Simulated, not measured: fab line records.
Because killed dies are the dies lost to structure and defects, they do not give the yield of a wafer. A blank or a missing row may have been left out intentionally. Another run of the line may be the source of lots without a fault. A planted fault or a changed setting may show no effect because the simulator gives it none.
Chamber matching || flow nand_harc || rie_diel-13 running NHARC_A_BLC_DESCUM_15: 4 sister chambers
The step chemistry O2, time 3 s. 4 wafers are shown with their chamber, then 12 later ones without.

== WAFERS PAIRED WITH THEIR CHAMBERS ==
{"wafer": "L085.6", "chamber": 0, "showerhead_plenum_p_Torr (Torr)": 1.90}
{"wafer": "L086.6", "chamber": 2, "showerhead_plenum_p_Torr (Torr)": 1.81}
{"wafer": "L088.2", "chamber": 3, "showerhead_plenum_p_Torr (Torr)": 1.80}
{"wafer": "L088.5", "chamber": 1, "showerhead_plenum_p_Torr (Torr)": 1.98}

== WAFERS WITH NO CHAMBER GIVEN ==
{"wafer": "L089.3", "showerhead_plenum_p_Torr (Torr)": 1.81}
{"wafer": "L089.4", "showerhead_plenum_p_Torr (Torr)": 1.98}
{"wafer": "L089.5", "showerhead_plenum_p_Torr (Torr)": 1.98}
{"wafer": "L092.2", "showerhead_plenum_p_Torr (Torr)": 1.98}
{"wafer": "L092.3", "showerhead_plenum_p_Torr (Torr)": 1.80}
{"wafer": "L092.5", "showerhead_plenum_p_Torr (Torr)": 1.81}
{"wafer": "L096.4", "showerhead_plenum_p_Torr (Torr)": 1.89}
{"wafer": "L096.5", "showerhead_plenum_p_Torr (Torr)": 1.89}
{"wafer": "L096.6", "showerhead_plenum_p_Torr (Torr)": 1.80}
{"wafer": "L097.3", "showerhead_plenum_p_Torr (Torr)": 1.97}
{"wafer": "L097.5", "showerhead_plenum_p_Torr (Torr)": 1.80}
{"wafer": "L097.6", "showerhead_plenum_p_Torr (Torr)": 1.89}

== EACH ONE'S CHAMBER ==
{"wafer": "L089.3", "from the rows above": "can't be placed: 2 or 3", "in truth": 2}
{"wafer": "L089.4", "from the rows above": 1, "in truth": 1}
{"wafer": "L089.5", "from the rows above": 1, "in truth": 1}
{"wafer": "L092.2", "from the rows above": 1, "in truth": 1}
{"wafer": "L092.3", "from the rows above": "can't be placed: 3 or 2", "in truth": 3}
{"wafer": "L092.5", "from the rows above": "can't be placed: 2 or 3", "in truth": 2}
{"wafer": "L096.4", "from the rows above": 0, "in truth": 0}
{"wafer": "L096.5", "from the rows above": 0, "in truth": 0}
{"wafer": "L096.6", "from the rows above": "can't be placed: 3 or 2", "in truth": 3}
{"wafer": "L097.3", "from the rows above": 1, "in truth": 1}
{"wafer": "L097.5", "from the rows above": "can't be placed: 3 or 2", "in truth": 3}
{"wafer": "L097.6", "from the rows above": 0, "in truth": 0}
Placed correctly: 7 of 12. Cannot be placed on the basis of these rows: 5; the candidates contain the true chamber in 5. 0 placed wrongly.
How it was worked out, from the rows above alone: a wafer's distance from a chamber is the root of the sum, over the readings, of the square of ((its reading less the chamber's mean) divided by the reading's scatter). If the next closest chamber is less than 2 further off than the closest, the wafer can't be placed; otherwise it belongs to the closest. For every chamber, the mean is computed from those of its wafers that are shown. The scatter (one wafer shown for each chamber): square how far every hidden wafer sits from the nearest shown wafer, average those squares and take the square root.
